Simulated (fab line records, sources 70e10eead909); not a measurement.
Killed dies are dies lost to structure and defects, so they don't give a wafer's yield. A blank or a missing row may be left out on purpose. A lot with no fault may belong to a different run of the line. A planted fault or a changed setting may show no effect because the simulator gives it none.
A lot that was struck, set against a sound lot :: flow nand harc :: 14 steps out of a route of 1302
Sound: wafers L500.2, L500.3, L500.6. Wafers L492.1, L492.3, L492.4 were the ones struck. At the end, the cause is stated.
At each step with rows: each side's tool, then ch and its chambers, then its first start. Under that, the readings that differ: sound wafers :: struck wafers :: difference of the means :: sigmas: that difference in standard deviations of wafers without a fault.
alike: words and numbers the same on both sides, and readings whose means are apart by under 2 such deviations; not compared: readings that were withheld, readings missing a value for some wafer, numbers with overlapping values and no deviation given by the record, and bounds like >300 which may hide the same value.
Wherever a step has rows on one side only, a row that says differs or no value, or a row with sigmas, the two part there. Numbers that don't overlap but have no deviation are shown without sigmas and don't part them. A reading missing from all wafers of one side parts the sides only when that side holds two or more wafers.

NHARC_A_CONTACT_CD_MEAS_08: target cd 200 nm.
  sound on cd sem-02 ch 0, day 30 04:37; struck on cd sem-01 ch 0, day 27 01:33
  alike: cd nm
NHARC_A_CONTACT_OVL_MEAS_09:
  sound on overlay-02, day 30 04:42; struck on overlay-02, day 27 01:38
  alike: overlay x nm, overlay y nm
NHARC_A_CONTACT_INSPECT_10:
  sound on defect inspect-01, day 30 04:44; struck on defect inspect-01, day 27 01:40
  alike: raw defect count
then, 1 step without rows for these wafers: NHARC_A_CONTACT_DESCUM_13 (chemistry O2, time 3 s).
NHARC_A_CONTACT_ETCH_88: etches the open film in CF4, target depth 39 nm, time 65 s.
  sound on rie diel-02 ch 1,3, day 30 04:53; struck on rie diel-08 ch 1,2,3, day 27 01:49
  alike: bias w, cf4 flow sccm, drypump motor current A, oes product au, rf vpp V, showerhead plenum p Torr, throttle valve pct
  not compared: rf hours counter h
NHARC_A_CONTACT_ETCH_89: etches the open film in N2/H2, target depth 260 nm, time 475.3 s.
  sound on rie diel-02 ch 0,2; struck on rie diel-08 ch 0,1,3
reading: drypump motor current A (A)
sound: 5.2 4.9 4.9
struck: 5.9 5.9 6.2
difference: +1.0
sigmas: +3
  alike: bias w, chamber pressure mTorr, oes product au, rf vpp V, showerhead plenum p Torr, throttle valve pct
  not compared: rf hours counter h
then, 1 step without rows for these wafers: NHARC_A_CONTACT_ETCH_30 (etches the open film in CF4/CHF3, target depth 72.6 nm, time 36.3 s).
NHARC_A_CONTACT_ETCH_31: etches the open film in O2/COS, target depth 2800 nm, time 728 s.
  sound on rie diel-02 ch 1,3; struck on rie diel-08 ch 0,2,3
  alike: bias w, chamber pressure mTorr, drypump motor current A, oes product au, rf vpp V, showerhead plenum p Torr, throttle valve pct
  not compared: rf hours counter h
then, 2 steps without rows for these wafers: NHARC_A_CONTACT_ETCH_134 (etches the open film in C4F8/O2/Ar, time 140 s, target depth 700 nm); NHARC_A_CONTACT_ETCH_135 (etches the open film in C4F8/O2/Ar, time 311 s, target depth 1912 nm).
NHARC_A_CONTACT_ETCH_136: etches the open film in C4F8/O2/Ar, time 311 s, target depth 1912 nm.
  sound on har cap etch-02 ch 0,1, day 30 06:23; struck on har cap etch-02 ch 0,1, day 27 03:20
  alike: chamber pressure mTorr, oes air line au
  not compared: rf hours counter h
NHARC_A_CONTACT_ETCH_137: etches the open film in C4F8/O2/Ar, time 311 s, target depth 1912 nm.
  sound on har cap etch-02 ch 0,1, day 30 06:39; struck on har cap etch-02 ch 0,1, day 27 03:37
  alike: chamber pressure mTorr, oes air line au
  not compared: rf hours counter h
NHARC_A_CONTACT_ETCH_138: etches the open film in C4F8/O2/Ar, time 311 s, target depth 1914 nm.
  sound on har cap etch-02 ch 0,1, day 30 06:55; struck on har cap etch-02 ch 0,1, day 27 03:53
  no value came back on the struck wafers for chamber pressure mTorr (mTorr), oes air line au (a.u.); on the sound wafers chamber pressure mTorr (mTorr) reads 20.016 19.961 19.998
  not compared: rf hours counter h
then, 1 step without rows for these wafers: NHARC_A_CONTACT_ETCH_139 (etches the open film in C4F8/O2/Ar, time 195 s, target depth 840 nm).

WHERE THEY PART
First at NHARC_A_CONTACT_ETCH_89; last, within this record, at NHARC_A_CONTACT_ETCH_138.

WHY: whatever the simulator had introduced
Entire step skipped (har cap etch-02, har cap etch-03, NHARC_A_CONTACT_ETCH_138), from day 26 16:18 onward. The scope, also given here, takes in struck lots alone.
